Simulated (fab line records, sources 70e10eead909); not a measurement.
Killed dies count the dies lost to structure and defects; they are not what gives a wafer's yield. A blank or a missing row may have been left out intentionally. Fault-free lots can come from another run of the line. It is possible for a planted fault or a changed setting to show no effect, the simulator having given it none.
Which of the tools did it? | flow nand harc | 72 wafers from 24 lots sampled at 6 of the route's 1302 steps

== WHAT THE GAUGES SHOWED, per wafer ==
Not one reading of a measure or inspect step in the record can be checked against a usual standard deviation.

== WHICH TOOL RAN EACH LOT (tool, then ch and the chambers of the sampled wafers, then the start) ==
lot  | NHARC_A_CONTACT_ETCH_75            | NHARC_A_CONTACT_ETCH_78                       | NHARC_A_CONTACT_ETCH_129             | NHARC_A_CONTACT_ETCH_89                       | NHARC_A_CONTACT_ETCH_135             | NHARC_A_CONTACT_ETCH_136
L076 | rie diel-08 ch 0,1,3, day 22 07:14 | rie diel-08 ch 0,1,2, day 22 09:37 or earlier | har cap etch-02 ch 0,1, day 22 09:37 | rie diel-13 ch 0,1,2, day 22 16:16 or earlier | har cap etch-02 ch 0, day 22 16:16   | har cap etch-02 ch 0, day 22 16:33
L074 | rie diel-09 ch 0,1,2, day 22 07:29 | rie diel-09 ch 1,2,3, day 22 09:53 or earlier | har cap etch-03 ch 0,1, day 22 09:53 | rie diel-08 ch 0,1,2, day 22 17:22 or earlier | har cap etch-03 ch 0,1, day 22 17:22 | har cap etch-03 ch 0,1, day 22 17:39
L075 | rie diel-08 ch 0,1,3, day 22 10:23 | rie diel-08 ch 1,2,3, day 22 12:45 or earlier | har cap etch-01 ch 0,1, day 22 12:45 | rie diel-09 ch 0,2,3, day 22 19:22 or earlier | har cap etch-01 ch 0,1, day 22 19:22 | har cap etch-01 ch 0,1, day 22 19:38
L077 | rie diel-13 ch 0,1,2, day 23 16:22 | rie diel-13 ch 0,2,3, day 23 18:43 or earlier | har cap etch-02 ch 0,1, day 23 18:43 | rie diel-09 ch 0,1,2, day 24 02:50 or earlier | har cap etch-02 ch 0,1, day 24 02:50 | har cap etch-02 ch 0,1, day 24 03:07
L079 | rie diel-09 ch 0,1,3, day 23 19:32 | rie diel-09 ch 2,3, day 23 21:58 or earlier   | har cap etch-03 ch 0,1, day 23 21:58 | rie diel-08 ch 0,2, day 24 05:53 or earlier   | har cap etch-01 ch 0,1, day 24 05:53 | har cap etch-01 ch 0,1, day 24 06:10
L078 | rie diel-13 ch 1,2,3, day 23 22:12 | rie diel-13 ch 0,1,2, day 24 00:40 or earlier | har cap etch-01 ch 0,1, day 24 00:40 | rie diel-08 ch 1,2,3, day 24 07:47 or earlier | har cap etch-02 ch 0,1, day 24 07:47 | har cap etch-02 ch 0,1, day 24 08:07
L080 | rie diel-08 ch 0,1,2, day 24 14:55 | rie diel-08 ch 0,1,2, day 24 17:17 or earlier | har cap etch-01 ch 0,1, day 24 17:17 | rie diel-09 ch 0,1,2, day 24 23:56 or earlier | har cap etch-03 ch 0,1, day 24 23:56 | har cap etch-03 ch 0,1, day 25 00:12
L081 | rie diel-08 ch 0,1,3, day 25 11:23 | rie diel-08 ch 0,1,2, day 25 13:47 or earlier | har cap etch-01 ch 0,1, day 25 13:47 | rie diel-13 ch 1,2,3, day 25 23:14 or earlier | har cap etch-03 ch 0,1, day 25 23:14 | har cap etch-03 ch 0,1, day 25 23:31
L082 | rie diel-08 ch 0,1,2, day 25 15:33 | rie diel-08 ch 0,3, day 25 17:54 or earlier   | har cap etch-03 ch 0,1, day 25 17:54 | rie diel-09 ch 0,1, day 26 07:04 or earlier   | har cap etch-02 ch 0,1, day 26 07:04 | har cap etch-02 ch 0,1, day 26 07:20
L083 | rie diel-08 ch 1,2, day 25 20:40   | rie diel-08 ch 0,3, day 25 23:01 or earlier   | har cap etch-02 ch 0, day 25 23:01   | rie diel-08 ch 0,1,2, day 26 06:37 or earlier | har cap etch-03 ch 0, day 26 06:37   | har cap etch-03 ch 0, day 26 06:53
L084 | rie diel-09 ch 1,2,3, day 25 20:52 | rie diel-09 ch 0,2,3, day 25 23:13 or earlier | har cap etch-01 ch 0,1, day 25 23:13 | rie diel-08 ch 1,2,3, day 26 07:32 or earlier | har cap etch-01 ch 0,1, day 26 07:32 | har cap etch-01 ch 0,1, day 26 07:49
L085 | rie diel-13 ch 0,1,2, day 26 11:22 | rie diel-13 ch 2,3, day 26 13:48 or earlier   | har cap etch-03 ch 0,1, day 26 13:48 | rie diel-08 ch 0,1,2, day 26 20:26 or earlier | har cap etch-01 ch 0,1, day 26 20:26 | har cap etch-01 ch 0,1, day 26 20:43
L086 | rie diel-08 ch 0,1,2, day 26 11:38 | rie diel-08 ch 0,1,2, day 26 14:01 or earlier | har cap etch-02 ch 0,1, day 26 14:01 | rie diel-13 ch 0,1,3, day 26 22:05 or earlier | har cap etch-03 ch 0,1, day 26 22:05 | har cap etch-03 ch 0,1, day 26 22:21
L088 | rie diel-08 ch 0,3, day 27 13:43   | rie diel-08 ch 0,2,3, day 27 16:27 or earlier | har cap etch-02 ch 0,1, day 27 16:27 | rie diel-08 ch 1,2,3, day 27 23:02 or earlier | har cap etch-02 ch 0,1, day 27 23:02 | har cap etch-02 ch 0,1, day 27 23:19
L089 | rie diel-09 ch 0,3, day 27 15:06   | rie diel-09 ch 0,3, day 27 17:33 or earlier   | har cap etch-01 ch 0,1, day 27 17:33 | rie diel-08 ch 2,3, day 28 00:50 or earlier   | har cap etch-01 ch 0,1, day 28 00:50 | har cap etch-01 ch 0,1, day 28 01:07
L087 | rie diel-13 ch 0,2,3, day 27 20:18 | rie diel-13 ch 1,3, day 27 22:40 or earlier   | har cap etch-03 ch 0,1, day 27 22:40 | rie diel-08 ch 1,2,3, day 28 05:45 or earlier | har cap etch-03 ch 0,1, day 28 05:45 | har cap etch-03 ch 0,1, day 28 06:01
L091 | rie diel-08 ch 0,2, day 28 23:58   | rie diel-08 ch 0,1,2, day 29 02:20 or earlier | har cap etch-02 ch 0,1, day 29 02:20 | rie diel-09 ch 1,2,3, day 29 14:08 or earlier | har cap etch-02 ch 0, day 29 14:08   | har cap etch-02 ch 0, day 29 14:29
L092 | rie diel-08 ch 0,3, day 29 07:19   | rie diel-08 ch 0,1,3, day 29 09:40 or earlier | har cap etch-01 ch 0,1, day 29 09:40 | rie diel-09 ch 1,2, day 29 17:39 or earlier   | har cap etch-03 ch 0,1, day 29 17:39 | har cap etch-03 ch 0,1, day 29 17:55
L090 | rie diel-13 ch 0,1,2, day 29 08:47 | rie diel-13 ch 0,1, day 29 11:18 or earlier   | har cap etch-03 ch 0,1, day 29 11:18 | rie diel-08 ch 0,1,2, day 29 21:27 or earlier | har cap etch-02 ch 0,1, day 29 21:27 | har cap etch-02 ch 0,1, day 29 21:43
L093 | rie diel-08 ch 0,1,2, day 29 23:11 | rie diel-08 ch 2,3, day 30 01:37 or earlier   | har cap etch-01 ch 0,1, day 30 01:37 | rie diel-08 ch 0,1,2, day 30 08:22 or earlier | har cap etch-03 ch 0,1, day 30 08:22 | har cap etch-03 ch 0,1, day 30 08:38
L097 | rie diel-13 ch 0,1,2, day 31 01:49 | rie diel-09 ch 0,1,2, day 31 04:17 or earlier | har cap etch-01 ch 0,1, day 31 04:17 | rie diel-13 ch 0,1,3, day 31 11:23 or earlier | har cap etch-01 ch 0,1, day 31 11:23 | har cap etch-01 ch 0,1, day 31 11:40
L094 | rie diel-09 ch 1,2,3, day 31 06:16 | rie diel-09 ch 1,2,3, day 31 08:44 or earlier | har cap etch-03 ch 0,1, day 31 08:44 | rie diel-08 ch 0,1,3, day 31 15:32 or earlier | har cap etch-01 ch 0,1, day 31 15:32 | har cap etch-01 ch 0,1, day 31 15:47
L095 | rie diel-13 ch 0,2, day 31 07:44   | rie diel-13 ch 0,2, day 31 10:08 or earlier   | har cap etch-02 ch 0, day 31 10:08   | rie diel-08 ch 0,1,2, day 31 16:52 or earlier | har cap etch-03 ch 0,1, day 31 16:52 | har cap etch-03 ch 0,1, day 31 17:08
L096 | rie diel-13 ch 0,1,2, day 31 12:33 | rie diel-13 ch 1,2,3, day 31 15:13 or earlier | har cap etch-02 ch 0,1, day 31 15:13 | rie diel-08 ch 0,2,3, day 31 22:31 or earlier | har cap etch-02 ch 0,1, day 31 22:31 | har cap etch-02 ch 0,1, day 31 22:47
- NHARC_A_CONTACT_ETCH_75: etches the open film in CF4, target depth 39 nm, time 65 s.
- NHARC_A_CONTACT_ETCH_78: etches the open film in O2/COS, target depth 5300 nm, time 1378 s.
- NHARC_A_CONTACT_ETCH_129: etches the open film in C4F8/O2/Ar, time 197 s, target depth 1918 nm.
- NHARC_A_CONTACT_ETCH_89: etches the open film in N2/H2, target depth 260 nm, time 475.3 s.
- NHARC_A_CONTACT_ETCH_135: etches the open film in C4F8/O2/Ar, time 311 s, target depth 1912 nm.
- NHARC_A_CONTACT_ETCH_136: etches the open film in C4F8/O2/Ar, time 311 s, target depth 1912 nm.

== WHAT THE TOOLS THEMSELVES READ (means of the sampled wafers that have a number; where no wafer has one, the mark that the record gives instead) ==
NHARC_A_CONTACT_ETCH_75.
lot  | tool        | drypump motor current A (A) | oes product au (a.u.) | rf vpp V (V) | showerhead plenum p Torr (Torr) | throttle valve pct (%)
L076 | rie diel-08 | 5.7                         | 1.008                 | 150.9        | 1.75                            | 13.287
L074 | rie diel-09 | 6.0                         | 1.018                 | 151.9        | 1.77                            | 13.274
L075 | rie diel-08 | 5.7                         | 1.003                 | 151.5        | 1.75                            | 13.282
L077 | rie diel-13 | 5.6                         | 0.994                 | 151.4        | 1.77                            | 13.280
L079 | rie diel-09 | 5.6                         | 1.015                 | 151.4        | 1.76                            | 13.291
L078 | rie diel-13 | 5.5                         | 0.999                 | 151.7        | 1.79                            | 13.291
L080 | rie diel-08 | 6.0                         | 0.999                 | 150.6        | 1.75                            | 13.284
L081 | rie diel-08 | 5.7                         | 1.007                 | 151.5        | 1.75                            | 13.284
L082 | rie diel-08 | 6.0                         | 1.002                 | 150.8        | 1.75                            | 13.277
L083 | rie diel-08 | 6.2                         | 1.006                 | 150.8        | 1.75                            | 13.280
L084 | rie diel-09 | 6.0                         | 1.006                 | 150.9        | 1.75                            | 13.285
L085 | rie diel-13 | 5.6                         | 0.999                 | 151.3        | 1.76                            | 13.277
L086 | rie diel-08 | 6.1                         | 1.010                 | 150.1        | 1.75                            | 13.272
L088 | rie diel-08 | 5.5                         | 1.006                 | 151.9        | 1.75                            | 13.276
L089 | rie diel-09 | 5.1                         | 0.999                 | 150.2        | 1.70                            | 13.276
L087 | rie diel-13 | 5.7                         | 1.005                 | 151.8        | 1.78                            | 13.282
L091 | rie diel-08 | 6.0                         | 1.009                 | 151.2        | 1.79                            | 13.277
L092 | rie diel-08 | 5.6                         | 1.001                 | 150.9        | 1.74                            | 13.294
L090 | rie diel-13 | 5.6                         | 0.995                 | 150.8        | 1.76                            | 13.288
L093 | rie diel-08 | 6.1                         | 1.002                 | 151.0        | 1.74                            | 13.294
L097 | rie diel-13 | 5.6                         | 1.002                 | 151.3        | 1.75                            | 13.285
L094 | rie diel-09 | 6.0                         | 1.004                 | 151.0        | 1.74                            | 13.276
L095 | rie diel-13 | 5.8                         | 0.990                 | 150.2        | 1.74                            | 13.271
L096 | rie diel-13 | 5.6                         | 0.995                 | 151.5        | 1.75                            | 13.284

NHARC_A_CONTACT_ETCH_78.
lot  | tool        | drypump motor current A (A) | oes product au (a.u.) | rf vpp V (V) | showerhead plenum p Torr (Torr) | throttle valve pct (%)
L076 | rie diel-08 | 6.0                         | 1.006                 | 313.6        | 3.08                            | 28.336
L074 | rie diel-09 | 6.0                         | 1.011                 | 313.5        | 3.10                            | 28.327
L075 | rie diel-08 | 5.9                         | 0.998                 | 315.4        | 3.17                            | 28.326
L077 | rie diel-13 | 5.7                         | 1.004                 | 313.6        | 3.14                            | 28.334
L079 | rie diel-09 | 6.0                         | 1.011                 | 313.0        | 3.01                            | 28.338
L078 | rie diel-13 | 5.6                         | 1.002                 | 314.3        | 3.12                            | 28.329
L080 | rie diel-08 | 6.0                         | 1.010                 | 313.6        | 3.08                            | 28.335
L081 | rie diel-08 | 6.0                         | 1.001                 | 314.4        | 3.08                            | 28.330
L082 | rie diel-08 | 5.4                         | 1.001                 | 314.2        | 3.17                            | 28.331
L083 | rie diel-08 | 5.4                         | 1.007                 | 314.5        | 3.17                            | 28.325
L084 | rie diel-09 | 5.6                         | 1.003                 | 312.5        | 3.01                            | 28.349
L085 | rie diel-13 | 6.0                         | 1.004                 | 314.5        | 3.16                            | 28.325
L086 | rie diel-08 | 6.0                         | 1.002                 | 313.7        | 3.07                            | 28.328
L088 | rie diel-08 | 5.7                         | 1.006                 | 314.6        | 3.16                            | 28.332
L089 | rie diel-09 | 5.1                         | 0.999                 | 311.7        | 2.99                            | 28.328
L087 | rie diel-13 | 5.2                         | 0.989                 | 314.2        | 3.17                            | 28.340
L091 | rie diel-08 | 6.1                         | 0.999                 | 313.9        | 3.07                            | 28.327
L092 | rie diel-08 | 5.7                         | 1.006                 | 314.0        | 3.08                            | 28.324
L090 | rie diel-13 | 5.4                         | 0.990                 | 313.6        | 3.08                            | 28.331
L093 | rie diel-08 | 5.9                         | 0.994                 | 315.7        | 3.24                            | 28.331
L097 | rie diel-09 | 6.1                         | 1.007                 | 312.6        | 3.08                            | 28.327
L094 | rie diel-09 | 6.0                         | 1.008                 | 314.4        | 3.07                            | 28.320
L095 | rie diel-13 | 6.1                         | 0.994                 | 313.9        | 3.10                            | 28.333
L096 | rie diel-13 | 5.5                         | 1.000                 | 314.1        | 3.14                            | 28.330

NHARC_A_CONTACT_ETCH_89.
lot  | tool        | drypump motor current A (A) | h2 flow sccm (sccm) | oes product au (a.u.) | rf vpp V (V) | showerhead plenum p Torr (Torr) | throttle valve pct (%)
L076 | rie diel-13 | 5.7                         | 149.7               | 0.990                 | 431.2        | 2.04                            | 14.166
L074 | rie diel-08 | 6.1                         | 149.9               | 1.005                 | 428.9        | 2.01                            | 14.163
L075 | rie diel-09 | 5.6                         | 150.2               | 1.009                 | 429.3        | 1.97                            | 14.166
L077 | rie diel-09 | 6.1                         | 150.3               | 1.011                 | 430.1        | 2.03                            | 14.172
L079 | rie diel-08 | 6.0                         | 150.1               | 1.002                 | 431.8        | 2.07                            | 14.178
L078 | rie diel-08 | 5.9                         | 150.2               | 1.000                 | 430.9        | 2.07                            | 14.176
L080 | rie diel-09 | 6.1                         | 150.0               | 1.013                 | 429.0        | 2.03                            | 14.177
L081 | rie diel-13 | 5.5                         | 149.3               | 1.005                 | 431.8        | 2.06                            | 14.170
L082 | rie diel-09 | 5.6                         | 150.2               | 1.005                 | 430.2        | 2.03                            | 14.167
L083 | rie diel-08 | 6.0                         | 149.4               | 1.003                 | 429.8        | 2.01                            | 14.166
L084 | rie diel-08 | 5.9                         | 149.8               | 0.996                 | 431.3        | 2.07                            | 14.174
L085 | rie diel-08 | 6.1                         | 149.6               | 1.010                 | 429.1        | 2.01                            | 14.170
L086 | rie diel-13 | 5.3                         | 150.3               | 1.003                 | 430.6        | 2.05                            | 14.164
L088 | rie diel-08 | 5.9                         | 149.4               | 0.992                 | 431.5        | 2.07                            | 14.168
L089 | rie diel-08 | 5.9                         | 150.0               | 1.003                 | 433.0        | 2.12                            | 14.166
L087 | rie diel-08 | 5.9                         | 150.2               | 0.998                 | 431.2        | 2.07                            | 14.169
L091 | rie diel-09 | 6.0                         | 149.6               | 1.005                 | 429.4        | 2.01                            | 14.167
L092 | rie diel-09 | 6.5                         | 149.9               | 1.003                 | 429.0        | 2.01                            | 14.172
L090 | rie diel-08 | 6.0                         | 150.0               | 0.999                 | 429.3        | 2.00                            | 14.163
L093 | rie diel-08 | 6.1                         | 150.5               | 0.996                 | 429.5        | 2.00                            | 14.164
L097 | rie diel-13 | 5.3                         | 149.8               | 1.001                 | 430.4        | 2.03                            | 14.164
L094 | rie diel-08 | 5.7                         | 150.2               | 0.997                 | 429.5        | 2.00                            | 14.167
L095 | rie diel-08 | 6.0                         | 149.6               | 0.984                 | 429.2        | 2.00                            | 14.164
L096 | rie diel-08 | 5.7                         | 149.7               | 0.985                 | 431.0        | 2.06                            | 14.170

== THE ANSWER, worked out from the rows above alone ==
Rule: the lots themselves supply what counts as usual. The widest of any qualifying gaps counts: lots, ordered by their means at a reading, are off when they make up no more than a third of the lots, leave a main group of 4 or more, and stand apart from it by 3 or more times the standard deviation of that group's means. Not used: any main group whose means are identical at the precision the tables above print for the reading. Also off: a lot with no number at a reading for which 4 or more lots have one. The other lots that the step has rows for count as sound. After the gauges, taken in route order, come the tools' own readings; for these a lot's mean is taken, as printed above. At the first step where some lot is off, the reading lying furthest off is the one used; lots without a number count as furthest.
No lot is off at any reading shown: from this, nothing can be told.

== WHAT THE SIMULATOR HAD INSERTED ==
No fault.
